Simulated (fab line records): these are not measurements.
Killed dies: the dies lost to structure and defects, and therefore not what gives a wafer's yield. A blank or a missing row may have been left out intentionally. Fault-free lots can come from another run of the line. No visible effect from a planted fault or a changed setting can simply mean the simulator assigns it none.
Chamber matching -- flow n5 finfet -- thermal cvd si-02 running N5_HKMG_FIN_CVD_62: 3 sister chambers
The step deposits a-Si from Si2H6, target thk 3 nm, time 20.8 s. 3 wafers are shown with their chamber, then 11 later ones without.

WAFERS WITH THEIR CHAMBER
wafer,chamber,heater power w (W)
L088.1,2,1234
L088.3,0,1439
L090.1,1,1509

WAFERS WITHOUT THEIR CHAMBER
wafer,heater power w (W)
L090.3,1248
L090.5,1475
L093.2,1253
L093.4,1272
L093.6,1462
L094.3,1500
L094.5,1464
L094.6,1262
L096.1,1393
L096.4,1223
L096.5,1430

THE CHAMBER EACH PASSED THROUGH
wafer,from the rows above,in truth
L090.3,2,2
L090.5,can't be placed: 1 or 0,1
L093.2,2,2
L093.4,2,2
L093.6,can't be placed: 0 or 1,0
L094.3,can't be placed: 1 or 0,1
L094.5,can't be placed: 0 or 1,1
L094.6,2,2
L096.1,0,0
L096.4,2,2
L096.5,0,0
Placed correctly: 7 of 11. Cannot be placed on the basis of these rows: 4; the candidates contain the true chamber in 4. Placed wrongly: 0.
How it was worked out, from the rows above alone: a wafer's distance from a chamber is the root of the sum, over the readings, of the square of ((its reading less the chamber's mean) divided by the reading's scatter). If the next closest chamber is less than 2 further off than the closest, the wafer can't be placed; otherwise it belongs to the closest. For every chamber, the mean is computed from those of its wafers that are shown. The scatter: root of mean squared gap, hidden wafer to nearest shown wafer, with one shown wafer a chamber.
